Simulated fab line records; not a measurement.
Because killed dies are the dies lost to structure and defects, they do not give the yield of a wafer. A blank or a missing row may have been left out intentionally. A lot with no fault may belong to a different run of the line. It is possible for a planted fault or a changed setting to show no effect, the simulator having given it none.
Lot-split experiment || flow n5Finfet || on a route of 1938 steps: 7 lots, 21 wafers read

THE SPLIT
At N5_BEOL_M4_DESCUM_16 (chemistry O2, time 7 s), the setting timeS was moved away from the recipe's 7 s on 7 of the 21 wafers read, by -19.3% to +19.9%. All remaining wafers had this setting at the recipe value.

There is no step in the file separating the split from the reading.

THE READING
CAR-EUV_of_BEOL_M4_COAT_05.thkNm (the simulator's own value, which no gauge read), in nm, at N5_BEOL_M4_ETCH_74 (etches underlayer in N2/H2, target depth 6.5 nm, time 5.2 s). No usual value for it is given in the file. Here, 14 wafers ran the recipe; their average is 20.4 nm with a standard deviation of 0.11 nm.

{"wafer": "L074.1", "tool, chamber at the split": "rieDiel-01, 0", "timeS as run, s": 7, "against the recipe": "recipe", "CAR-EUV_of_BEOL_M4_COAT_05.thkNm, nm": 20.6, "against lot-mates on the recipe": "-"}
{"wafer": "L074.4", "tool, chamber at the split": "rieDiel-01, 3", "timeS as run, s": 7.412, "against the recipe": "+5.9%", "CAR-EUV_of_BEOL_M4_COAT_05.thkNm, nm": 20, "against lot-mates on the recipe": -0.6}
{"wafer": "L074.6", "tool, chamber at the split": "rieDiel-01, 3", "timeS as run, s": 7.412, "against the recipe": "+5.9%", "CAR-EUV_of_BEOL_M4_COAT_05.thkNm, nm": 20.2, "against lot-mates on the recipe": -0.4}
{"wafer": "L078.1", "tool, chamber at the split": "rieDiel-05, 2", "timeS as run, s": 7, "against the recipe": "recipe", "CAR-EUV_of_BEOL_M4_COAT_05.thkNm, nm": 20.4, "against lot-mates on the recipe": "-"}
{"wafer": "L078.5", "tool, chamber at the split": "rieDiel-05, 1", "timeS as run, s": 7, "against the recipe": "recipe", "CAR-EUV_of_BEOL_M4_COAT_05.thkNm, nm": 20.4, "against lot-mates on the recipe": "-"}
{"wafer": "L078.2", "tool, chamber at the split": "rieDiel-05, 3", "timeS as run, s": 8.395, "against the recipe": "+19.9%", "CAR-EUV_of_BEOL_M4_COAT_05.thkNm, nm": 19.6, "against lot-mates on the recipe": -0.8}
{"wafer": "L081.1", "tool, chamber at the split": "rieDiel-01, 2", "timeS as run, s": 7, "against the recipe": "recipe", "CAR-EUV_of_BEOL_M4_COAT_05.thkNm, nm": 20.4, "against lot-mates on the recipe": "-"}
{"wafer": "L081.4", "tool, chamber at the split": "rieDiel-01, 3", "timeS as run, s": 7, "against the recipe": "recipe", "CAR-EUV_of_BEOL_M4_COAT_05.thkNm, nm": 20.2, "against lot-mates on the recipe": "-"}
{"wafer": "L081.6", "tool, chamber at the split": "rieDiel-01, 0", "timeS as run, s": 6.462, "against the recipe": "-7.7%", "CAR-EUV_of_BEOL_M4_COAT_05.thkNm, nm": 20.8, "against lot-mates on the recipe": "+0.5"}
{"wafer": "L083.1", "tool, chamber at the split": "rieDiel-05, 2", "timeS as run, s": 7.873, "against the recipe": "+12.5%", "CAR-EUV_of_BEOL_M4_COAT_05.thkNm, nm": 19.8, "against lot-mates on the recipe": -0.4}
{"wafer": "L083.2", "tool, chamber at the split": "rieDiel-05, 3,1", "timeS as run, s": 7, "against the recipe": "recipe", "CAR-EUV_of_BEOL_M4_COAT_05.thkNm, nm": 20.2, "against lot-mates on the recipe": "-"}
{"wafer": "L083.4", "tool, chamber at the split": "rieDiel-05, 3,1", "timeS as run, s": 7, "against the recipe": "recipe", "CAR-EUV_of_BEOL_M4_COAT_05.thkNm, nm": 20.2, "against lot-mates on the recipe": "-"}
{"wafer": "L084.2", "tool, chamber at the split": "rieDiel-05, 1,2", "timeS as run, s": 7, "against the recipe": "recipe", "CAR-EUV_of_BEOL_M4_COAT_05.thkNm, nm": 20.4, "against lot-mates on the recipe": "-"}
{"wafer": "L084.3", "tool, chamber at the split": "rieDiel-05, 1,2", "timeS as run, s": 7, "against the recipe": "recipe", "CAR-EUV_of_BEOL_M4_COAT_05.thkNm, nm": 20.4, "against lot-mates on the recipe": "-"}
{"wafer": "L084.6", "tool, chamber at the split": "rieDiel-05, 3", "timeS as run, s": 7, "against the recipe": "recipe", "CAR-EUV_of_BEOL_M4_COAT_05.thkNm, nm": 20.4, "against lot-mates on the recipe": "-"}
{"wafer": "L093.3", "tool, chamber at the split": "rieDiel-02, 1", "timeS as run, s": 5.65, "against the recipe": "-19.3%", "CAR-EUV_of_BEOL_M4_COAT_05.thkNm, nm": 21, "against lot-mates on the recipe": "+0.8"}
{"wafer": "L093.6", "tool, chamber at the split": "rieDiel-02, 0", "timeS as run, s": 5.65, "against the recipe": "-19.3%", "CAR-EUV_of_BEOL_M4_COAT_05.thkNm, nm": 21, "against lot-mates on the recipe": "+0.8"}
{"wafer": "L093.4", "tool, chamber at the split": "rieDiel-02, 3", "timeS as run, s": 7, "against the recipe": "recipe", "CAR-EUV_of_BEOL_M4_COAT_05.thkNm, nm": 20.2, "against lot-mates on the recipe": "-"}
{"wafer": "L094.1", "tool, chamber at the split": "rieDiel-01, 3", "timeS as run, s": 7, "against the recipe": "recipe", "CAR-EUV_of_BEOL_M4_COAT_05.thkNm, nm": 20.4, "against lot-mates on the recipe": "-"}
{"wafer": "L094.5", "tool, chamber at the split": "rieDiel-01, 2,1", "timeS as run, s": 7, "against the recipe": "recipe", "CAR-EUV_of_BEOL_M4_COAT_05.thkNm, nm": 20.4, "against lot-mates on the recipe": "-"}
{"wafer": "L094.6", "tool, chamber at the split": "rieDiel-01, 2,1", "timeS as run, s": 7, "against the recipe": "recipe", "CAR-EUV_of_BEOL_M4_COAT_05.thkNm, nm": 20.4, "against lot-mates on the recipe": "-"}
The file does not say which wafer passed through which chamber wherever a row lists several chambers: such a row stands for several wafers.

THE FIT
A straight line over all 21 wafers: CAR-EUV_of_BEOL_M4_COAT_05.thkNm changes by -0.0374 nm for each +1% of timeS; r = -0.94; the points scatter about the line by 0.11 nm.
The same after taking each lot's own level away (the mean of its wafers on the recipe; 21 wafers): -0.0432 nm for each +1%; r = -0.96; scatter 0.11 nm.
Per that fit: largest timeS move, reading shift of 0.86 nm.
From 20.20 to 20.60 nm: that is the span of the lots' own levels, equal to 3.6 times the standard deviation above.
So the slope is not independent of the lot-to-lot level: the two fits are not the same.
Check: for one of the wafers moved furthest among these (+19.9%), held out of the fit, the line's prediction against its lot-mates is -0.904 nm. Against them it came out at -0.8 nm.

FURTHER SPLITS ON THESE WAFERS
Other splits were also applied to these wafers ahead of the reading. Each is held against what the fit with the lots' levels taken away leaves over:
{"other split on the same wafers": "N5_BEOL_M2_DESCUM_33 timeS", "wafers away from the commonest value": 4, "r with CAR-EUV_of_BEOL_M4_COAT_05.thkNm (lot level and that fit taken away)": -0.03}
{"other split on the same wafers": "N5_BEOL_M3_COAT_68 spinRpm", "wafers away from the commonest value": 6, "r with CAR-EUV_of_BEOL_M4_COAT_05.thkNm (lot level and that fit taken away)": -0.04}
{"other split on the same wafers": "N5_BEOL_M3_COAT_22 spinRpm", "wafers away from the commonest value": 6, "r with CAR-EUV_of_BEOL_M4_COAT_05.thkNm (lot level and that fit taken away)": -0.19}

THE WHOLE CHAIN: every reading that the file lists as answering this split, in the file's order
{"step": "N5_BEOL_M4_DESCUM_16", "what it does": "chemistry O2, time 7 s", "reading": "CAR-EUV_of_BEOL_M4_COAT_05.thkNm (the simulator's own value, which no gauge read)", "change (the file's fit)": "-0.0359 nm for each +1% of the setting", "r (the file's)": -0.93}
{"step": "N5_BEOL_M4_ETCH_74", "what it does": "etches underlayer in N2/H2, target depth 6.5 nm, time 5.2 s", "reading": "CAR-EUV_of_BEOL_M4_COAT_05.thkNm (the simulator's own value, which no gauge read)", "change (the file's fit)": "-0.0424 nm for each +1% of the setting", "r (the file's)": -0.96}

THE FILE'S OWN FIT
CAR-EUV_of_BEOL_M4_COAT_05.thkNm changes by -0.0424 nm for each +1% of timeS, r = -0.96.
